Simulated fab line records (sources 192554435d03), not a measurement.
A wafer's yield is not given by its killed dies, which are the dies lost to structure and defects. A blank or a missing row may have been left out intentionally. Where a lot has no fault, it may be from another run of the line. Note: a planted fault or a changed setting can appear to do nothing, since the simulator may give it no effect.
Tool commonality check ; flow n5Finfet ; 30 wafers sampled across 10 lots

== THE REASON FOR OPENING IT ==
At N5_SDB_OVL_MEAS_12 the reading SDB_OVL is flagged on 2 of 10 lots. Fault-free wafers read 0.0 nm, with a standard deviation of 0.78.
Rule: a lot is flagged in two cases, either no wafer of it has a number, or all its wafers with numbers fall more than 4 standard deviations from that mean. The other lots count as sound.

lot;measured;on;SDB_OVL (nm), wafer by wafer;flag
L243;day 3 22:41;overlay-02;0.5 -0.7 0.0;
L244;day 4 03:16;overlay-02;0.6 -0.6 0.9;
L245;day 4 05:50;overlay-02;-0.1 -0.4 -0.6;
L247;day 4 17:45;overlay-01;12.3 14.4 12.5;FLAGGED
L248;day 5 00:21;overlay-02;13.1 13.4 13.3;FLAGGED
L255;day 6 17:32;overlay-02;0.2 0.9 0.4;
L258;day 7 13:45;overlay-02;0.8 0.4 -0.5;
L259;day 7 16:56;overlay-02;-1.1 -1.0 -1.8;
L262;day 8 12:48;overlay-01;0.3 -0.2 -1.6;
L266;day 9 09:31;overlay-02;1.7 1.0 0.6;
Average over the flagged lots: 13.2 nm; offset from the usual +13.2 nm, equal to +17 standard deviations.

== WHICH TOOL RAN EACH LOT ==
3 process steps preceding the reading are held in the record, out of 1938 steps in the route. Read each cell as the tool, then ch plus the chambers that the sampled wafers visited, then the start.
lot;flag;N5_ILD0_LINER_00;N5_ILD0_ALD_15;N5_SDB_EXPOSE_08
L243;;aldSin-02 ch 1,2,3, day 3 16:01;aldSin-01 ch 0,1,2, day 3 19:44;arfiScanner-02 ch 0, day 3 22:32
L244;;aldSin-01 ch 1,2,3, day 3 18:47;aldSin-02 ch 0,1,2, day 4 00:14;arfiScanner-03 ch 0, day 4 03:07
L245;;aldSin-01 ch 0,2,3, day 3 22:50;aldSin-04 ch 0,2, day 4 02:55;arfiScanner-03 ch 0, day 4 05:40
L247;FLAGGED;aldSin-04 ch 0,2,3, day 4 10:42;aldSin-01 ch 1,3, day 4 14:50;arfiScanner-03 ch 0, day 4 17:36
L248;FLAGGED;aldSin-02 ch 0,2,3, day 4 17:29;aldSin-01 ch 2,3, day 4 21:25;arfiScanner-03 ch 0, day 5 00:12
L255;;aldSin-01 ch 1,2,3, day 6 10:40;aldSin-02 ch 1,3, day 6 14:29;arfiScanner-02 ch 0, day 6 17:22
L258;;aldSin-01 ch 0,1,2, day 7 06:25;aldSin-01 ch 0,1,2, day 7 10:43;arfiScanner-02 ch 0, day 7 13:36
L259;;aldSin-04 ch 1,2,3, day 7 10:17;aldSin-01 ch 0,1,2, day 7 13:59;arfiScanner-02 ch 0, day 7 16:47
L262;;aldSin-01 ch 1,2,3, day 8 05:14;aldSin-01 ch 1,2,3, day 8 09:25;arfiScanner-02 ch 0, day 8 12:39
L266;;aldSin-04 ch 1,2,3, day 9 02:47;aldSin-04 ch 0,1,2, day 9 06:29;arfiScanner-02 ch 0, day 9 09:22
What is done by these steps:
- N5_ILD0_LINER_00: material SiNx, target thk 4 nm, pulse time 1 s, purge time 2 s.
- N5_ILD0_ALD_15: deposits SiNx, target thk 24 nm, pulse time 1 s, ald cycles 480.
- N5_SDB_EXPOSE_08: exposes mask SDB.
- N5_SDB_OVL_MEAS_12

== FLAGGED OVER TOTAL, TOOL BY TOOL (the gauges that took the reading come last) ==
step;tool;lots run;flagged;share of the flagged lots;sound lots run after its first flagged lot
N5_ILD0_LINER_00;aldSin-01;5;0;none;-
N5_ILD0_LINER_00;aldSin-02;2;1;some;0
N5_ILD0_LINER_00;aldSin-04;3;1;some;2 (L259,L266)
N5_ILD0_ALD_15;aldSin-01;6;2;all;3 (L258,L259,L262)
N5_ILD0_ALD_15;aldSin-02;2;0;none;-
N5_ILD0_ALD_15;aldSin-04;2;0;none;-
N5_SDB_EXPOSE_08;arfiScanner-02;6;0;none;-
N5_SDB_EXPOSE_08;arfiScanner-03;4;2;all;0
N5_SDB_OVL_MEAS_12;overlay-01;2;1;some;1 (L262)
N5_SDB_OVL_MEAS_12;overlay-02;8;1;some;4 (L255,L258,L259,L266)

== WHAT THE TABLE ALLOWS ==
Table rows that saw every flagged lot: 2, namely aldSin-01 at N5_ILD0_ALD_15 and arfiScanner-03 at N5_SDB_EXPOSE_08.
- aldSin-01 at N5_ILD0_ALD_15 ran 6 lots, 2 of them flagged. Lots that were sound ran on it after the first flagged one (L258, L259, L262); a persistent fault on the entire tool would not allow that.
- arfiScanner-03 at N5_SDB_EXPOSE_08 ran 4 lots, 2 of them flagged. Its last sound lot is L245 (day 4 05:40), its first flagged lot L247 (day 4 17:36): a fault that began between those two fits.
What remains is a single tool, arfiScanner-03 at N5_SDB_EXPOSE_08.

== WHAT HAD BEEN PUT IN BY THE SIMULATOR ==
Scanner matching overlay: arfiScanner-03, from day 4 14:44 on, at N5_SDB_EXPOSE_08. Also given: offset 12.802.
Struck lots among those shown: L247, L248. The rule above reached the same finding.
